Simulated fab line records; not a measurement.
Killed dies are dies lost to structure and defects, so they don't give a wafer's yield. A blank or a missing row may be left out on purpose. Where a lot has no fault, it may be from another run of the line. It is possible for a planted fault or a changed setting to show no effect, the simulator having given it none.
What tool caused it? / flow n5 finfet / Sampling: 10 lots, 30 wafers, 5 of 1938 route steps

WHAT THE GAUGES READ, wafer by wafer
N5_BEOL_M4_THK_MEAS_53: measures by xrf. Usual: M4_THK gives 40.2 nm (standard deviation 1.7).
lot=L933; measured=day 8 17:55; on=film metro-01; M4_THK (nm)=38.5 41.6 40.7; flag=
lot=L934; measured=day 8 21:14; on=film metro-01; M4_THK (nm)=38.9 40.3 37.7; flag=
lot=L935; measured=day 9 07:04; on=film metro-01; M4_THK (nm)=39.4 40.7 40.9; flag=
lot=L936; measured=day 9 02:34; on=film metro-02; M4_THK (nm)=38.3 38.3 38.9; flag=
lot=L938; measured=day 10 07:00; on=film metro-01; M4_THK (nm)=37.4 39.6 40.0; flag=
lot=L939; measured=day 10 10:29; on=film metro-02; M4_THK (nm)=43.0 40.3 43.2; flag=
lot=L943; measured=day 11 16:50; on=film metro-02; M4_THK (nm)=37.2 39.2 37.8; flag=
lot=L944; measured=day 11 18:54; on=film metro-01; M4_THK (nm)=39.5 36.6 38.6; flag=
lot=L945; measured=day 11 17:17; on=film metro-02; M4_THK (nm)=41.5 39.9 43.0; flag=
lot=L949; measured=day 12 09:49; on=film metro-02; M4_THK (nm)=42.8 43.3 41.3; flag=

N5_BEOL_M4_RC_MEAS_101. Usual: DIBL_N 36.5 mV/V, standard deviation 2; DIBL_P 36.5 mV/V, standard deviation 2.3; IOFF_N 0.16 nA/um, standard deviation 0.036; IOFF_P 0.21 nA/um, standard deviation 0.037; IOFF_P_85C 3.7 nA/um, standard deviation 0.54; IOFF_P_LIN 0.099 nA/um, standard deviation 0.013; ION_N 672 uA/um, standard deviation 12; ION_P 459 uA/um, standard deviation 7.1; REXT_N 75.8 ohm.um, standard deviation 1.5; REXT_P 100.6 ohm.um, standard deviation 1.8; SS_N 71.6 mV/dec, standard deviation 0.73; SS_P 73.4 mV/dec, standard deviation 0.76; VT_N 250 mV, standard deviation 3.3; VT_N_LVT 98 mV, standard deviation 3.5; VT_P -250.5 mV, standard deviation 2.9; VT_P_LVT -99.0 mV, standard deviation 2.9.
lot=L933; measured=day 8 18:32; on=prober-01; DIBL_N (mV/V)=36.6 36.1 38.4; DIBL_P (mV/V)=33.7 33.6 36.9; IOFF_N (nA/um)=0.13 0.13 0.17; IOFF_P (nA/um)=0.17 0.18 0.22; IOFF_P_85C (nA/um)=3.1 3.1 3.8; IOFF_P_LIN (nA/um)=0.088 0.088 0.103; ION_N (uA/um)=661 668 687; ION_P (uA/um)=458 455 471; REXT_N (ohm.um)=75.3 75.6 75.5; REXT_P (ohm.um)=99.3 98.4 99.0; SS_N (mV/dec)=71.9 70.7 72.0; SS_P (mV/dec)=72.1 72.0 73.1; VT_N (mV)=251 251 245; VT_N_LVT (mV)=100 100 96; VT_P (mV)=-253.6 -250.0 -247.1; VT_P_LVT (mV)=-100.3 -100.6 -97.6; flag=
lot=L934; measured=day 8 21:33; on=prober-02; DIBL_N (mV/V)=36.7 34.8 35.7; DIBL_P (mV/V)=36.7 35.0 36.1; IOFF_N (nA/um)=0.18 0.14 0.16; IOFF_P (nA/um)=0.21 0.19 0.20; IOFF_P_85C (nA/um)=3.7 3.4 3.6; IOFF_P_LIN (nA/um)=0.098 0.091 0.097; ION_N (uA/um)=680 679 670; ION_P (uA/um)=458 463 464; REXT_N (ohm.um)=75.4 76.1 76.6; REXT_P (ohm.um)=101.1 101.0 102.3; SS_N (mV/dec)=71.9 71.4 71.3; SS_P (mV/dec)=73.9 73.4 73.5; VT_N (mV)=246 251 249; VT_N_LVT (mV)=94 99 95; VT_P (mV)=-251.4 -252.9 -251.7; VT_P_LVT (mV)=-98.3 -99.7 -99.0; flag=
lot=L935; measured=day 9 07:25; on=prober-01; DIBL_N (mV/V)=40.0 40.9 35.9; DIBL_P (mV/V)=39.5 41.1 34.9; IOFF_N (nA/um)=0.23 0.25 0.14; IOFF_P (nA/um)=0.28 0.32 0.19; IOFF_P_85C (nA/um)=4.6 5.1 3.3; IOFF_P_LIN (nA/um)=0.120 0.130 0.090; ION_N (uA/um)=695 679 657; ION_P (uA/um)=472 457 451; REXT_N (ohm.um)=76.0 76.6 77.9; REXT_P (ohm.um)=100.3 100.4 102.5; SS_N (mV/dec)=72.2 72.4 71.0; SS_P (mV/dec)=74.4 74.7 73.1; VT_N (mV)=246 245 251; VT_N_LVT (mV)=92 92 100; VT_P (mV)=-246.4 -248.5 -251.8; VT_P_LVT (mV)=-96.0 -95.1 -102.4; flag=
lot=L936; measured=day 9 02:56; on=prober-01; DIBL_N (mV/V)=32.9 36.0 31.2; DIBL_P (mV/V)=33.3 36.4 31.0; IOFF_N (nA/um)=0.11 0.15 0.10; IOFF_P (nA/um)=0.17 0.21 0.14; IOFF_P_85C (nA/um)=3.0 3.7 2.6; IOFF_P_LIN (nA/um)=0.086 0.099 0.076; ION_N (uA/um)=671 682 672; ION_P (uA/um)=465 468 465; REXT_N (ohm.um)=76.0 76.8 75.4; REXT_P (ohm.um)=100.9 101.1 101.2; SS_N (mV/dec)=70.6 70.7 69.7; SS_P (mV/dec)=72.2 73.5 72.0; VT_N (mV)=253 249 257; VT_N_LVT (mV)=101 97 103; VT_P (mV)=-255.8 -247.8 -254.7; VT_P_LVT (mV)=-100.3 -97.5 -102.6; flag=
lot=L938; measured=day 10 07:19; on=prober-01; DIBL_N (mV/V)=36.5 38.1 37.2; DIBL_P (mV/V)=35.9 39.1 37.3; IOFF_N (nA/um)=0.14 0.18 0.16; IOFF_P (nA/um)=0.19 0.24 0.21; IOFF_P_85C (nA/um)=3.4 4.0 3.7; IOFF_P_LIN (nA/um)=0.093 0.109 0.100; ION_N (uA/um)=661 683 671; ION_P (uA/um)=453 469 459; REXT_N (ohm.um)=74.1 74.9 75.2; REXT_P (ohm.um)=98.9 99.4 100.4; SS_N (mV/dec)=72.5 72.6 72.4; SS_P (mV/dec)=72.6 73.7 73.2; VT_N (mV)=251 249 249; VT_N_LVT (mV)=100 96 98; VT_P (mV)=-252.4 -247.1 -249.2; VT_P_LVT (mV)=-100.1 -97.2 -97.9; flag=
lot=L939; measured=day 10 11:02; on=prober-01; DIBL_N (mV/V)=36.7 34.2 36.2; DIBL_P (mV/V)=35.7 33.3 34.4; IOFF_N (nA/um)=0.15 0.12 0.14; IOFF_P (nA/um)=0.18 0.16 0.17; IOFF_P_85C (nA/um)=3.2 2.9 3.0; IOFF_P_LIN (nA/um)=0.086 0.078 0.080; ION_N (uA/um)=670 660 665; ION_P (uA/um)=459 451 450; REXT_N (ohm.um)=75.9 75.4 75.6; REXT_P (ohm.um)=100.4 98.5 101.0; SS_N (mV/dec)=70.9 70.6 70.7; SS_P (mV/dec)=73.6 72.8 73.2; VT_N (mV)=249 252 250; VT_N_LVT (mV)=98 98 99; VT_P (mV)=-253.0 -255.4 -252.7; VT_P_LVT (mV)=-101.4 -103.2 -102.2; flag=
lot=L943; measured=day 11 17:28; on=prober-01; DIBL_N (mV/V)=38.3 39.4 38.6; DIBL_P (mV/V)=36.8 37.8 37.5; IOFF_N (nA/um)=0.19 0.24 0.21; IOFF_P (nA/um)=0.25 0.27 0.27; IOFF_P_85C (nA/um)=4.3 4.5 4.4; IOFF_P_LIN (nA/um)=0.114 0.119 0.119; ION_N (uA/um)=684 693 680; ION_P (uA/um)=464 465 462; REXT_N (ohm.um)=75.2 73.6 75.6; REXT_P (ohm.um)=102.1 102.6 101.7; SS_N (mV/dec)=71.7 72.8 72.3; SS_P (mV/dec)=74.4 74.5 74.3; VT_N (mV)=245 243 247; VT_N_LVT (mV)=96 94 95; VT_P (mV)=-248.6 -247.5 -247.8; VT_P_LVT (mV)=-97.0 -96.2 -94.8; flag=
lot=L944; measured=day 11 19:24; on=prober-01; DIBL_N (mV/V)=36.3 37.4 37.3; DIBL_P (mV/V)=36.2 36.3 38.8; IOFF_N (nA/um)=0.16 0.19 0.20; IOFF_P (nA/um)=0.20 0.21 0.25; IOFF_P_85C (nA/um)=3.6 3.7 4.3; IOFF_P_LIN (nA/um)=0.093 0.096 0.109; ION_N (uA/um)=663 652 669; ION_P (uA/um)=448 446 463; REXT_N (ohm.um)=74.6 74.8 74.9; REXT_P (ohm.um)=99.0 98.8 97.8; SS_N (mV/dec)=71.8 73.3 72.6; SS_P (mV/dec)=73.1 73.4 73.4; VT_N (mV)=250 250 247; VT_N_LVT (mV)=102 102 99; VT_P (mV)=-252.3 -249.7 -246.2; VT_P_LVT (mV)=-102.0 -101.7 -98.5; flag=
lot=L945; measured=day 11 17:46; on=prober-02; DIBL_N (mV/V)=38.6 36.4 38.8; DIBL_P (mV/V)=38.0 35.2 38.0; IOFF_N (nA/um)=0.19 0.14 0.18; IOFF_P (nA/um)=0.24 0.18 0.23; IOFF_P_85C (nA/um)=3.9 3.1 3.8; IOFF_P_LIN (nA/um)=0.108 0.090 0.105; ION_N (uA/um)=666 649 664; ION_P (uA/um)=449 452 457; REXT_N (ohm.um)=76.3 76.1 75.4; REXT_P (ohm.um)=100.0 100.5 98.9; SS_N (mV/dec)=72.4 72.4 72.6; SS_P (mV/dec)=73.0 72.6 73.2; VT_N (mV)=248 254 253; VT_N_LVT (mV)=99 103 100; VT_P (mV)=-249.1 -252.1 -249.6; VT_P_LVT (mV)=-99.4 -103.3 -100.8; flag=
lot=L949; measured=day 12 10:17; on=prober-02; DIBL_N (mV/V)=29.3 35.1 36.7; DIBL_P (mV/V)=28.8 33.6 35.6; IOFF_N (nA/um)=0.07 0.13 0.15; IOFF_P (nA/um)=0.10 0.19 0.23; IOFF_P_85C (nA/um)=2.0 3.4 3.9; IOFF_P_LIN (nA/um)=0.058 0.097 0.107; ION_N (uA/um)=612 671 679; ION_P (uA/um)=423 464 470; REXT_N (ohm.um)=93.9 74.7 75.0; REXT_P (ohm.um)=126.0 101.1 102.7; SS_N (mV/dec)=69.5 70.4 71.5; SS_P (mV/dec)=71.7 72.4 73.3; VT_N (mV)=264 252 249; VT_N_LVT (mV)=109 99 98; VT_P (mV)=-260.3 -250.6 -247.3; VT_P_LVT (mV)=-109.6 -98.2 -96.2; flag=OFF

TOOL THAT RAN EACH LOT (tool first, then ch and the chambers of the sampled wafers, then the start)
lot=L933; N5_SPACER0_ALD_08=ald sin-01 ch 0,1, day 3 11:58; N5_BEOL_M4_SPUTTER_92=pvd sputter-03, day 8 16:41; N5_BEOL_M4_ANNEAL_95=pvd sputter-03, day 8 16:59
lot=L934; N5_SPACER0_ALD_08=ald sin-04 ch 1,2,3, day 3 17:11; N5_BEOL_M4_SPUTTER_92=pvd sputter-01, day 8 20:01; N5_BEOL_M4_ANNEAL_95=pvd sputter-01, day 8 20:19
lot=L935; N5_SPACER0_ALD_08=ald sin-04 ch 1,2, day 4 00:11; N5_BEOL_M4_SPUTTER_92=pvd sputter-02, day 9 05:38; N5_BEOL_M4_ANNEAL_95=pvd sputter-02, day 9 05:56
lot=L936; N5_SPACER0_ALD_08=ald sin-01 ch 1,3, day 4 07:35; N5_BEOL_M4_SPUTTER_92=pvd sputter-03, day 9 01:20; N5_BEOL_M4_ANNEAL_95=pvd sputter-03, day 9 01:38
lot=L938; N5_SPACER0_ALD_08=ald sin-03 ch 0,1, day 4 18:09; N5_BEOL_M4_SPUTTER_92=pvd sputter-01, day 10 05:32; N5_BEOL_M4_ANNEAL_95=pvd sputter-01, day 10 05:50
lot=L939; N5_SPACER0_ALD_08=ald sin-03 ch 0,1, day 5 03:47; N5_BEOL_M4_SPUTTER_92=pvd sputter-02, day 10 09:05; N5_BEOL_M4_ANNEAL_95=pvd sputter-02, day 10 09:23
lot=L943; N5_SPACER0_ALD_08=ald sin-01 ch 0,1, day 6 01:20; N5_BEOL_M4_SPUTTER_92=pvd sputter-02, day 11 15:27; N5_BEOL_M4_ANNEAL_95=pvd sputter-02, day 11 15:45
lot=L944; N5_SPACER0_ALD_08=ald sin-04 ch 0,1,2, day 6 07:29; N5_BEOL_M4_SPUTTER_92=pvd sputter-01, day 11 17:40; N5_BEOL_M4_ANNEAL_95=pvd sputter-01, day 11 17:58
lot=L945; N5_SPACER0_ALD_08=ald sin-01 ch 0,1,2, day 6 12:46; N5_BEOL_M4_SPUTTER_92=pvd sputter-03, day 11 15:27; N5_BEOL_M4_ANNEAL_95=pvd sputter-03, day 11 15:45
lot=L949; N5_SPACER0_ALD_08=ald sin-01 ch 0,3, day 7 12:43; N5_BEOL_M4_SPUTTER_92=pvd sputter-03, day 12 08:35; N5_BEOL_M4_ANNEAL_95=pvd sputter-03, day 12 08:53
- N5_SPACER0_ALD_08: deposits SiNx, target thk 2 nm.
- N5_BEOL_M4_SPUTTER_92: material Cu, target thk 4.5 nm, time 8.29 s.
- N5_BEOL_M4_ANNEAL_95: time 240 s.

WHAT THE TOOLS THEMSELVES READ (means of the sampled wafers that have a number; where no wafer has one, the mark that the record gives instead)
N5_SPACER0_ALD_08. Usual: heater power w reads 803 W (standard deviation 83).
lot=L933; tool=ald sin-01; heater power w (W)=795; flag=
lot=L934; tool=ald sin-04; heater power w (W)=794; flag=
lot=L935; tool=ald sin-04; heater power w (W)=842; flag=
lot=L936; tool=ald sin-01; heater power w (W)=865; flag=
lot=L938; tool=ald sin-03; heater power w (W)=838; flag=
lot=L939; tool=ald sin-03; heater power w (W)=845; flag=
lot=L943; tool=ald sin-01; heater power w (W)=767; flag=
lot=L944; tool=ald sin-04; heater power w (W)=827; flag=
lot=L945; tool=ald sin-01; heater power w (W)=779; flag=
lot=L949; tool=ald sin-01; heater power w (W)=777; flag=

N5_BEOL_M4_SPUTTER_92. Usual: throttle valve pct reads 30.0 % (standard deviation 0.81).
lot=L933; tool=pvd sputter-03; throttle valve pct (%)=30.5; flag=
lot=L934; tool=pvd sputter-01; throttle valve pct (%)=30.1; flag=
lot=L935; tool=pvd sputter-02; throttle valve pct (%)=29.1; flag=
lot=L936; tool=pvd sputter-03; throttle valve pct (%)=30.8; flag=
lot=L938; tool=pvd sputter-01; throttle valve pct (%)=29.3; flag=
lot=L939; tool=pvd sputter-02; throttle valve pct (%)=29.7; flag=
lot=L943; tool=pvd sputter-02; throttle valve pct (%)=29.4; flag=
lot=L944; tool=pvd sputter-01; throttle valve pct (%)=29.0; flag=
lot=L945; tool=pvd sputter-03; throttle valve pct (%)=30.7; flag=
lot=L949; tool=pvd sputter-03; throttle valve pct (%)=30.8; flag=

N5_BEOL_M4_ANNEAL_95. Usual: heater power w reads 829 W (standard deviation 60).
lot=L933; tool=pvd sputter-03; heater power w (W)=766; flag=
lot=L934; tool=pvd sputter-01; heater power w (W)=801; flag=
lot=L935; tool=pvd sputter-02; heater power w (W)=832; flag=
lot=L936; tool=pvd sputter-03; heater power w (W)=831; flag=
lot=L938; tool=pvd sputter-01; heater power w (W)=810; flag=
lot=L939; tool=pvd sputter-02; heater power w (W)=865; flag=
lot=L943; tool=pvd sputter-02; heater power w (W)=844; flag=
lot=L944; tool=pvd sputter-01; heater power w (W)=822; flag=
lot=L945; tool=pvd sputter-03; heater power w (W)=846; flag=
lot=L949; tool=pvd sputter-03; heater power w (W)=823; flag=

THE ANSWER, worked out from the rows above alone
Rule: a lot counts as off when the mean over its wafers that have a number is more than 3 standard deviations away from the usual mean. Also off: a lot with no number at a reading for which 4 or more lots have one. All remaining lots with rows at the step are treated as sound. First the gauges in route order, then the tools' own readings, where a lot's mean is used as printed above. The first step at which some lot is off is used, and at that step the reading that is off furthest; a lot without a number counts as furthest.
Off: at N5_BEOL_M4_RC_MEAS_101 (REXT_P), L949.
If a tool, at a process step before that reading, ran all the lots that are off and no sound lot after the first of them, it fits. Those tools and the gauges at N5_BEOL_M4_RC_MEAS_101 are tried in the same way. Can't be told from this: 3 tools fit, ald sin-01 at N5_SPACER0_ALD_08, pvd sputter-03 at N5_BEOL_M4_SPUTTER_92 and N5_BEOL_M4_ANNEAL_95, prober-02 at N5_BEOL_M4_RC_MEAS_101.

WHAT THE SIMULATOR HAD INSERTED
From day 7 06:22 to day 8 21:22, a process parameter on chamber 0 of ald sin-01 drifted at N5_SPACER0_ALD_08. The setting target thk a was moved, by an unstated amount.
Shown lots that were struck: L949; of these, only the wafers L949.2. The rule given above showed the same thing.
